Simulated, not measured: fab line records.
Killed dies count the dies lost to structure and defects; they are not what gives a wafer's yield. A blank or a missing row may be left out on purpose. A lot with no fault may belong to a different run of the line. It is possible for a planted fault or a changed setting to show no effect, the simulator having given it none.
fab line records ; flow nand-harc
[record] lots = 13; wafers = 39; last-day = 23
route steps=1159 shown A_M0@1016 A_M1@1041 END@1159
lots untouched by any fault: they come from a run of this same line in which no faults occurred
start-h: the number of hours between the record's first day and the start of the first shown wafer of the lot ; wait-h: hours elapsed since this lot's preceding step ; " unchanged from the row above ; L1.1+2: several wafers, shown together as one row ; - no value present, or no start provided ; * or withheld: withheld ; < > ~ a bound
route shown NAME@n: names a module that has steps shown in the file, with the first one's number in the route ; usual: mean/standard deviation of fault-free wafers ; same: alike in all rows ; chamber/n: place in a boat ; sites: the reading at each site ; _std_site: the standard deviation of these ; _edge_site: inner sites' mean taken away from outer sites' mean ; radius-mm: how far each site lies from the wafer's centre ; mask NAME#n: copy n ; behind: the most recent tool/chamber to have shaped the wafer ; hold: what put the lot on hold/how long, in hours/how the hold closed ; device: transistor that didn't switch, given as n, p or np ; end of line: tests of these same wafers at the route's end ; a step with no rows: only its recipe ; killed: dies that structure and defects cost at the first sort, which is not the same as the wafer's yield ; map: dies across one wafer; x = killed, . = not, _ = none there
set.NAME: the setting as run; set.NAME@STEP: as run at that earlier step ; model.NAME: the simulator's own value behind a step, which no gauge read
the route's steps for a sample of lots (tables are steps, rows are wafers)
services: the hour from which a tool's chamber was out of use, counted from the record's first day as start-h (under 0 if before that day), plus the number of hours and why
[[steps]]
[step NHARC_A_M0_PVD_21]
[recipe] target-thk-a = 300; chamber-pressure-pa = 5; power-w = 5000; substrate-temp-c = 30; time-s = 20.49; material = Cu
[usual] throttle-valve-pct = 29.5/0.71
lot.wafer;tool;chamber;start-h;wait-h;throttle-valve-pct
L416.3;pvd-sputter-03;-;-;-;29.4
L416.2;pvd-sputter-03;-;-;-;29.2
L416.1;pvd-sputter-03;-;-;-;29.1
L415.1;pvd-sputter-03;-;-;-;29.1
L415.6;pvd-sputter-03;-;-;-;29.2
L415.5;pvd-sputter-03;-;-;-;30.8
L418.2;pvd-sputter-03;-;-;-;29.3
L418.1;pvd-sputter-03;-;-;-;29.1
L418.6;pvd-sputter-03;-;-;-;29.4
L417.1;pvd-sputter-03;-;-;-;29.3
L417.3;pvd-sputter-03;-;-;-;29.0
L417.5;pvd-sputter-03;-;-;-;29.5
L420.2;pvd-sputter-03;-;-;-;29.2
L420.3;pvd-sputter-03;-;-;-;29.3
L420.6;pvd-sputter-03;-;-;-;29.5
L419.4;pvd-sputter-03;-;-;-;29.1
L419.3;pvd-sputter-03;-;-;-;29.0
L419.6;pvd-sputter-03;-;-;-;29.1
L424.2;pvd-sputter-02;-;-;-;28.7
L424.1;pvd-sputter-02;-;-;-;31.6
L424.5;pvd-sputter-02;-;-;-;29.7
L425.1;pvd-sputter-01;-;-;-;28.9
L425.6;pvd-sputter-01;-;-;-;28.6
L425.5;pvd-sputter-01;-;-;-;29.5
L423.1;pvd-sputter-01;-;-;-;29.2
L423.2;pvd-sputter-01;-;-;-;29.7
L423.5;pvd-sputter-01;-;-;-;28.5
L427.1;pvd-sputter-01;-;-;-;28.4
L427.3;pvd-sputter-01;-;-;-;29.6
L427.5;pvd-sputter-01;-;-;-;29.9
L428.2;pvd-sputter-03;-;-;-;29.6
L428.3;pvd-sputter-03;-;-;-;30.8
L428.1;pvd-sputter-03;-;-;-;29.9
L429.1;pvd-sputter-01;-;-;-;29.0
L429.2;pvd-sputter-01;-;-;-;28.6
L429.4;pvd-sputter-01;-;-;-;29.6
L426.2;pvd-sputter-03;-;-;-;30.0
L426.6;pvd-sputter-03;-;-;-;29.7
L426.5;pvd-sputter-03;-;-;-;29.4
[step NHARC_A_M1_ETCH_15]
[recipe] target-depth-a = 1825; time-s = 91.2; c4f8-flow-sccm = withheld; ar-flow-sccm = 400; rf-w = 600; bias-w = 300; chemistry = C4F8/Ar
[usual] chamber-pressure-mTorr = 25.001/0.026; oes-product-au = 0.961/0.023; rf-vpp-V = 441.9/2.3; run-length-s = 112.5/0.46
lot.wafer;tool;chamber;start-h;wait-h;chamber-pressure-mTorr;oes-product-au;rf-hours-counter-h;rf-vpp-V;run-length-s
L416.2;rie-diel-09;0;401.20;-;25.012;0.906;11.4;445.1;112.7
L416.1;rie-diel-09;2;401.20;-;25.014;0.914;12.2;442.0;112.2
L416.3;rie-diel-09;3;401.20;-;25.038;0.920;11.5;441.1;111.9
L415.1;rie-diel-12;1;405.08;-;25.019;0.984;0.6;444.7;112.9
L415.6;rie-diel-12;0;405.08;-;24.974;0.980;-;442.9;113.2
L415.5;rie-diel-12;1;405.08;-;24.954;0.991;-;442.8;113.1
L418.1;rie-diel-12;1;408.52;-;25.010;1.005;0.7;443.9;112.5
L418.2;rie-diel-12;3;408.52;-;24.982;0.952;0.6;446.8;112.4
L418.6;rie-diel-12;1;408.52;-;24.984;0.992;-;443.3;112.7
L417.3;rie-diel-12;3;409.78;-;25.003;0.950;0.7;445.3;112.6
L417.1;rie-diel-12;1;409.78;-;25.014;0.998;0.8;443.6;112.5
L417.5;rie-diel-12;3;409.78;-;25.002;0.955;-;445.8;112.3
L420.2;rie-diel-12;0;412.01;-;24.985;0.983;0.8;442.6;113.0
L420.3;rie-diel-12;3;412.01;-;24.997;0.971;0.8;444.8;112.3
L420.6;rie-diel-12;0;412.01;-;25.031;0.979;-;442.4;112.9
L419.4;rie-diel-12;3;435.61;-;25.011;0.962;1.2;445.7;112.8
L419.3;rie-diel-12;0;435.61;-;24.983;0.989;1.3;443.8;113.0
L419.6;rie-diel-12;2;435.61;-;24.975;0.971;-;440.1;112.3
L424.1;rie-diel-09;3;462.76;-;24.974;0.976;2.0;440.6;112.4
L424.2;rie-diel-09;2;462.76;-;24.992;0.962;1.7;441.6;112.3
L424.5;rie-diel-09;0;462.76;-;25.024;0.962;-;443.4;113.3
L425.1;rie-diel-12;2;466.79;-;25.006;0.969;1.9;439.2;112.3
L425.5;rie-diel-12;3;466.79;-;25.000;0.971;-;446.1;112.3
L425.6;rie-diel-12;0;466.79;-;25.016;0.981;-;442.6;113.1
L423.2;rie-diel-12;0;467.60;-;25.030;0.993;1.9;444.4;113.4
L423.1;rie-diel-12;2;467.60;-;25.000;0.970;2.0;440.3;112.4
L423.5;rie-diel-12;0;467.60;-;24.973;0.998;-;443.4;113.0
L427.1;rie-diel-09;0;504.16;-;24.998;0.952;5.0;444.7;112.8
L427.3;rie-diel-09;2;504.16;-;24.999;0.952;4.4;442.5;112.1
L427.5;rie-diel-09;2;504.16;-;24.973;0.951;-;442.7;112.3
L428.2;rie-diel-09;2;504.67;-;24.983;0.957;4.5;440.8;112.6
L428.3;rie-diel-09;3;504.67;-;24.948;0.974;4.8;440.1;112.1
L428.1;rie-diel-09;0;504.67;-;25.042;0.949;5.1;444.5;113.0
L429.1;rie-diel-09;2;510.03;-;25.006;0.958;4.6;440.6;112.0
L429.2;rie-diel-09;3;510.03;-;25.002;0.962;5.0;440.1;101.3
L429.4;rie-diel-09;0;510.03;-;25.029;0.950;-;445.3;112.8
L426.2;rie-diel-09;3;510.49;-;25.026;0.962;5.0;441.2;101.7
L426.6;rie-diel-09;0;510.49;-;24.976;0.938;-;443.8;102.3
L426.5;rie-diel-09;2;510.49;-;24.962;0.952;-;442.0;112.0
[step NHARC_A_M1_CD_MEAS_16]
[usual] cd-nm = 120.2/1
lot.wafer;tool;chamber;start-h;wait-h;cd-nm
L416.1;cd-sem-03;-;401.33;-;118.9
L416.2;cd-sem-03;-;401.33;-;118.9
L416.3;cd-sem-03;-;401.33;-;118.7
L415.1;cd-sem-01;-;405.21;-;119.5
L415.5;cd-sem-01;-;405.21;-;119.0
L415.6;cd-sem-01;-;405.21;-;120.4
L418.1;cd-sem-03;-;408.65;-;121.3
L418.2;cd-sem-03;-;408.65;-;120.8
L418.6;cd-sem-03;-;408.65;-;119.9
L417.1;cd-sem-02;-;409.91;-;119.3
L417.3;cd-sem-02;-;409.91;-;120.4
L417.5;cd-sem-02;-;409.91;-;117.6
L420.2;cd-sem-02;-;412.14;-;120.7
L420.3;cd-sem-02;-;412.14;-;120.3
L420.6;cd-sem-02;-;412.14;-;120.4
L419.3;cd-sem-03;-;435.75;-;119.9
L419.4;cd-sem-03;-;435.75;-;120.6
L419.6;cd-sem-03;-;435.75;-;120.7
L424.1;cd-sem-03;-;462.89;-;117.2
L424.2;cd-sem-03;-;462.89;-;118.4
L424.5;cd-sem-03;-;462.89;-;121.0
L425.1;cd-sem-01;-;466.90;-;119.7
L425.5;cd-sem-01;-;466.90;-;120.9
L425.6;cd-sem-01;-;466.90;-;119.0
L423.1;cd-sem-01;-;467.72;-;120.1
L423.2;cd-sem-01;-;467.72;-;121.3
L423.5;cd-sem-01;-;467.72;-;120.4
L427.1;cd-sem-01;-;504.31;-;119.5
L427.3;cd-sem-01;-;504.31;-;120.5
L427.5;cd-sem-01;-;504.31;-;119.6
L428.1;cd-sem-02;-;504.82;-;121.1
L428.2;cd-sem-02;-;504.82;-;119.9
L428.3;cd-sem-02;-;504.82;-;120.3
L429.1;cd-sem-03;-;510.18;-;122.8
L429.2;cd-sem-03;-;510.18;-;119.9
L429.4;cd-sem-03;-;510.18;-;120.8
L426.2;cd-sem-03;-;510.64;-;119.6
L426.5;cd-sem-03;-;510.64;-;120.4
L426.6;cd-sem-03;-;510.64;-;120.4
[step NHARC_A_M1_PRE_CLEAN_30]
[recipe] time-s = 30; temp-c = 280; gas = H2/He
[usual] heater-power-w = 416/52
lot.wafer;tool;chamber;start-h;wait-h;heater-power-w
L416.1;pvd-sputter-02;-;-;-;379
L416.2;pvd-sputter-02;-;-;-;518
L416.3;pvd-sputter-02;-;-;-;425
L415.1;pvd-sputter-01;-;-;-;332
L415.6;pvd-sputter-01;-;-;-;455
L415.5;pvd-sputter-01;-;-;-;465
L418.2;pvd-sputter-02;-;-;-;409
L418.1;pvd-sputter-02;-;-;-;375
L418.6;pvd-sputter-02;-;-;-;426
L417.3;pvd-sputter-02;-;-;-;439
L417.1;pvd-sputter-02;-;-;-;407
L417.5;pvd-sputter-02;-;-;-;439
L420.2;pvd-sputter-03;-;-;-;377
L420.3;pvd-sputter-03;-;-;-;339
L420.6;pvd-sputter-03;-;-;-;429
L419.3;pvd-sputter-03;-;-;-;437
L419.4;pvd-sputter-03;-;-;-;449
L419.6;pvd-sputter-03;-;-;-;432
L424.1;pvd-sputter-02;-;-;-;430
L424.2;pvd-sputter-02;-;-;-;382
L424.5;pvd-sputter-02;-;-;-;509
L425.1;pvd-sputter-01;-;-;-;459
L425.6;pvd-sputter-01;-;-;-;322
L425.5;pvd-sputter-01;-;-;-;417
L423.1;pvd-sputter-02;-;-;-;388
L423.2;pvd-sputter-02;-;-;-;516
L423.5;pvd-sputter-02;-;-;-;417
L427.1;pvd-sputter-01;-;-;-;450
L427.3;pvd-sputter-01;-;-;-;327
L427.5;pvd-sputter-01;-;-;-;445
L428.2;pvd-sputter-03;-;-;-;353
L428.1;pvd-sputter-03;-;-;-;419
L428.3;pvd-sputter-03;-;-;-;439
L429.1;pvd-sputter-01;-;-;-;462
L429.4;pvd-sputter-01;-;-;-;455
L429.2;pvd-sputter-01;-;-;-;429
L426.2;pvd-sputter-03;-;-;-;449
L426.6;pvd-sputter-03;-;-;-;345
L426.5;pvd-sputter-03;-;-;-;343
[step NHARC_END_SORT_01]
[recipe] temp-c = 25
[usual] defect-limited-yield = 95.1/1.6; killed-at-array = 29/10; killed-at-other = 0.7/1.1; killed-at-periphery = 3.3/2.4; killed-dies = 33/11; killed-open = 3.3/2; killed-short = 1.9/1.3; sort_bin_2_pct = 1.5/0.67; sort_bin_3_pct = 0.27/0.24; sort_bin_4_pct = 3.1/1.1; sort-n-pass = 644/11; sort-rim-yield-pct = 97.1/2.1; sort-yield-pct = 95.1/1.6
[same] gross-dies = 677; sort_bin_5_pct[%] = 0; sort_bin_6_pct[%] = 0; sort_bin_7_pct[%] = 0; sort_bin_8_pct[%] = 0; sort-rim-n-gross = 106.00
lot.wafer;tool;chamber;start-h;wait-h;defect-limited-yield[%];killed-at-array;killed-at-other;killed-at-periphery;killed-dies;killed-open;killed-short;sort_bin_2_pct[%];sort_bin_3_pct[%];sort_bin_4_pct[%];sort-n-pass;sort-rim-yield-pct[%];sort-yield-pct[%]
L424.1;prober-02;0;498.08;2.5;96.2;26;0;0;26;8;3;1.3;0.15;2.4;651;97.2;96.2
L424.2;prober-02;0;498.90;2.8;96.6;17;1;5;23;7;2;1.2;0.15;2.1;654;100.0;96.6
L424.5;prober-02;0;501.34;3.8;96.9;19;0;2;21;7;2;0.7;0;2.4;656;97.2;96.9
L429.1;prober-02;0;549.52;2.5;93.5;40;0;4;44;5;2;1.9;0;4.6;633;97.2;93.5
L429.2;prober-02;0;550.32;2.8;91.7;51;1;4;56;5;2;4.9;0;3.4;621;87.7;91.7
L429.4;prober-02;0;551.91;3.4;95.3;27;0;5;32;5;1;1.9;0.30;2.5;645;93.4;95.3
// killed by level:class
L424.1 A_STAIRCASE:chamber-film-flake=8 A_CONTACT:geometric-particle:open=3 A_CHANNEL_HOLE_D1:chamber-film-flake=3 A_CHANNEL_HOLE_D1:geometric-particle:open=2 A_WL_FILL:geometric-particle:short=2 A_M0:geometric-particle:open=2 A_WL_FILL:geometric-particle:open=1 A_CONTACT:geometric-particle:short=1
L424.2 A_STAIRCASE:chamber-film-flake=6 A_CONTACT:chamber-film-flake=4 P_CONTACT:geometric-particle:open=3 A_CONTACT:geometric-particle:open=2 A_CHANNEL_HOLE_D1:chamber-film-flake=2 P_CONTACT:geometric-particle:short=1 P_M1:geometric-particle:open=1 A_ONON_D1:geometric-particle:open=1
L424.5 A_CONTACT:chamber-film-flake=4 A_CHANNEL_HOLE_D1:chamber-film-flake=3 A_STAIRCASE:chamber-film-flake=3 A_WL_FILL:geometric-particle:open=2 A_M0:geometric-particle:open=2 P_CONTACT:geometric-particle:open=1 A_SGD_CUT:geometric-particle:open=1 A_WL_FILL:geometric-particle:short=1
L429.1 A_CHANNEL_HOLE_D1:chamber-film-flake=25 A_STAIRCASE:chamber-film-flake=7 A_M0:geometric-particle:open=3 P_CONTACT:chamber-film-flake=2 P_GATE:geometric-particle:open=1 A_SOURCE_PLATE:geometric-particle:open=1 A_SOURCE_PLATE:geometric-particle:short=1 A_M0:geometric-particle:short=1
L429.2 A_CHANNEL_HOLE_D1:chamber-film-flake=22 A_M1:area-etch=16 A_STAIRCASE:chamber-film-flake=5 A_CONTACT:geometric-particle:open=3 A_WL_FILL:geometric-particle:short=2 P_STI:chamber-film-flake=2 P_GATE:geometric-particle:open=1 A_SGD_CUT:geometric-particle:open=1
L429.4 A_CHANNEL_HOLE_D1:chamber-film-flake=18 A_STAIRCASE:chamber-film-flake=4 P_M0:geometric-particle:open=2 P_CONTACT:chamber-film-flake=2 A_WL_FILL:chamber-film-flake=2 P_CONTACT:geometric-particle:open=1 A_SOURCE_PLATE:geometric-particle:open=1 A_ONON_D1:geometric-particle:short=1
[[services]]
tool;chamber;start-h;hours;kind
rie-diel-09;1;378.57;2.4;repair
pvd-sputter-03;-;379.14;15.3;repair
rie-diel-12;-;379.40;9.0;pm
rie-diel-12;0;379.40;9.0;vent-cycle
rie-diel-12;1;379.40;9.0;vent-cycle
rie-diel-12;2;379.40;9.0;vent-cycle
rie-diel-12;3;379.40;9.0;vent-cycle
rie-diel-12;0;388.40;-;clean
rie-diel-12;1;388.40;-;clean
rie-diel-12;2;388.40;-;clean
rie-diel-12;3;388.40;-;clean
rie-diel-12;0;390.24;1.4;repair
pvd-sputter-02;-;392.00;10.0;pm
rie-diel-12;0;412.90;-;clean
rie-diel-12;1;412.90;-;clean
rie-diel-12;2;412.90;-;clean
rie-diel-12;3;412.90;-;clean
pvd-sputter-01;-;413.99;26.0;repair
rie-diel-09;-;431.11;9.0;pm
rie-diel-12;0;437.40;-;clean
rie-diel-12;1;437.40;-;clean
pvd-sputter-02;-;445.98;0.9;repair
pvd-sputter-03;-;458.00;10.0;pm
rie-diel-09;1;501.92;33.4;repair
[[key]]
[first-sign] step = NHARC_A_M1_ETCH_15; reading = run-length-s; direction = down; sigmas = 23; usual = *; struck = *
[effect] step = NHARC_END_SORT_01; reading = sort_bin_2_pct; direction = up; sigmas = 5.1; usual = 1.5; struck = 4.9
met-at NHARC_A_M1_ETCH_15
struck-lots L426,L429
struck-wafers L426.2,L426.6,L429.2
sort-left-out L426.2,L426.6
not-acting-at NHARC_A_M0_PVD_21,NHARC_A_M1_CD_MEAS_16,NHARC_A_M1_PRE_CLEAN_30
onset-between 504.67 510.03
[fault] kind = process-parameter-drift; tool = rie-diel-09; chamber = -; onset-h = 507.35; steps = NHARC_A_M1_ETCH_15; channel = time-s; offset = *; shape = step; end-h = 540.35; scope = struck-wafers-only; acts-in = *; stated = *
// sort-left-out: the simulated sort isn't trusted on such a fault, so these wafers' sort isn't shown, and their yield isn't known
